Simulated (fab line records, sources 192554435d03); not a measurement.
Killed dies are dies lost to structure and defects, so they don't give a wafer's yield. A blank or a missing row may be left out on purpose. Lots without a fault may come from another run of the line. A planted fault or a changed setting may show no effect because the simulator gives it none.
A struck lot beside a sound one | flow n5_finfet | 36 steps out of a route of 1938
Sound: wafers L327.2, L327.5, L327.6. Struck: wafers L335.2, L335.4, L335.5. The cause comes at the end.
At each step with rows: each side's tool, then ch and its chambers, then its first start. Under that, the readings that differ: sound wafers | struck wafers | difference of the means | sigmas: that difference in standard deviations of wafers without a fault.
alike: readings whose means differ by less than 2 such deviations, and words and numbers that are the same on both sides. not compared: withheld readings, readings that some wafer has no value for, bounds like >300 that may hide the same value, and numbers for which the record gives no deviation and whose values overlap.
The two part at a step that has a row with sigmas, a row that says differs or no value, or rows on one side only. Numbers that don't overlap but have no deviation are shown without sigmas and don't part them. A reading that every wafer of one side lacks parts them only if that side has two wafers or more.

first, 12 steps without rows for these wafers: N5_BEOL_M5_ALD_86 (deposits TaN, pulse time 2 s, purge time 3 s, co reactant purge time 2 s); N5_BEOL_M5_SURFACE_TREAT_87; N5_BEOL_M5_CVD_47 (deposits Co from CCTBA/H2, target thk 3 nm, time 216 s); N5_BEOL_M5_SPUTTER_48 (material Cu, target thk 15 nm, time 27.62 s); N5_BEOL_M5_ANNEAL_49 (time 1800 s); N5_BEOL_M5_SPUTTER_81 (material Cu, target thk 15 nm, time 27.62 s); N5_BEOL_M5_ANNEAL_82 (time 1800 s); N5_BEOL_M5_SPUTTER_83 (material Cu, target thk 15 nm, time 27.62 s); N5_BEOL_M5_ANNEAL_84 (time 1800 s); N5_BEOL_M5_SPUTTER_88 (material Cu, target thk 15 nm, time 27.62 s); N5_BEOL_M5_ANNEAL_89 (time 1800 s); N5_BEOL_M5_SPUTTER_90 (material Cu, target thk 4.5 nm, time 8.29 s).
N5_BEOL_M5_ECD_50: material Cu, target thk 300 nm.
  sound on ecd_cu-01 ch 0,1, day 11 04:52; struck on ecd_cu-01 ch 1, day 12 20:29
then, 22 steps without rows for these wafers: N5_BEOL_M5_ANNEAL_51 (time 90 s); N5_BEOL_M5_CMP_52 (polishes, stops on SiCOH lowk, t overpolish 6.9 s, target thk 62 nm); N5_BEOL_M5_PRE_CLEAN_77 (time 15 s); N5_BEOL_M5_CO_CAP_78 (material Co, precursor CCTBA/H2, target thk 2 nm, time 102.1 s); N5_BEOL_M5_PRE_CLEAN_55 (time 15 s); N5_BEOL_M5_DEP_56 (deposits SiCN from 3MS/NH3, target thk 8 nm, time 14 s); N5_BEOL_M6_ILD_DEP_00 (deposits SiCOH lowk from DEMS/porogen, target thk 179.75 nm, time 33.4 s); N5_BEOL_M6_CURE_74 (cures SiCOH lowk, time 240 s); N5_BEOL_M6_PECVD_70 (deposits SiO2 from TEOS/O2, target thk 20 nm, time 22.7 s); N5_BEOL_M6_HM_DEP_02 (deposits TiN, target thk 20 nm); N5_BEOL_M6_COAT_59 (time 60 s, resist thk 100 nm); N5_BEOL_M6_COAT_60 (time 60 s, resist thk 35 nm); N5_BEOL_M6_COAT_05 (resist thk 90 nm); N5_BEOL_M6_EBR_07; N5_BEOL_M6_SOFTBAKE_06 (time 60 s); N5_BEOL_M6_EXPOSE_08 (exposes mask M6); N5_BEOL_M6_PEB_09 (peb time 60 s); N5_BEOL_M6_DEVELOP_10 (develop time 30 s); N5_BEOL_M6_DESCUM_16 (chemistry O2, time 7.9 s); N5_BEOL_M6_ETCH_61 (etches SiARC in CF4, target depth 45.5 nm, time 75.8 s); N5_BEOL_M6_ETCH_62 (etches SOC in N2/H2, target depth 110 nm, overetch 22 nm, time 165 s); N5_BEOL_M6_STRIP_68 (strips in N2/H2).
-- the record jumps here: 4 days lie between the struck wafers' starts before and after (it left off in module BEOL_M6 and takes up again in module PASSIVATION, whose first step shown is number 1936 of the route) --
N5_PASSIVATION_PROBE_49:
  sound on prober-02, day 15 01:05; struck on prober-02, day 17 02:28
  reading                  | sound          | struck         | difference | sigmas
  defect_limited_yield (%) | 89.7 91.3 88.7 | 46.3 45.0 48.2 | -43.4      | -29
  killed_at_M4_up          | 28 12 17       | 559 570 563    | +545       | +97
  killed_dies              | 121 103 133    | 634 649 611    | +512       | +30
  killed_on_rim            | 12 11 19       | 86 77 73       | +65        | +15
  killed_short             | 44 43 38       | 26 30 24       | -15        | -2
  sort_bin_5_function (%)  | 5.7 4.7 6.9    | 33.4 36.4 33.9 | +28.8      | +30
  sort_bin_6_memory (%)    | 4.2 3.8 3.3    | 16.9 15.8 15.0 | +12.1      | +20
  sort_n_pass              | 1059 1077 1047 | 546 531 569    | -512       | -30
  sort_yield_pct (%)       | 89.7 91.3 88.7 | 46.3 45.0 48.2 | -43.4      | -29
  alike: killed_at_M0_to_M3, killed_at_contacts, killed_at_front_end, killed_at_other, killed_open, sort_bin_8_speed

WHERE THEY PART
Only at N5_PASSIVATION_PROBE_49, within this record.

WHY: what the simulator had put in
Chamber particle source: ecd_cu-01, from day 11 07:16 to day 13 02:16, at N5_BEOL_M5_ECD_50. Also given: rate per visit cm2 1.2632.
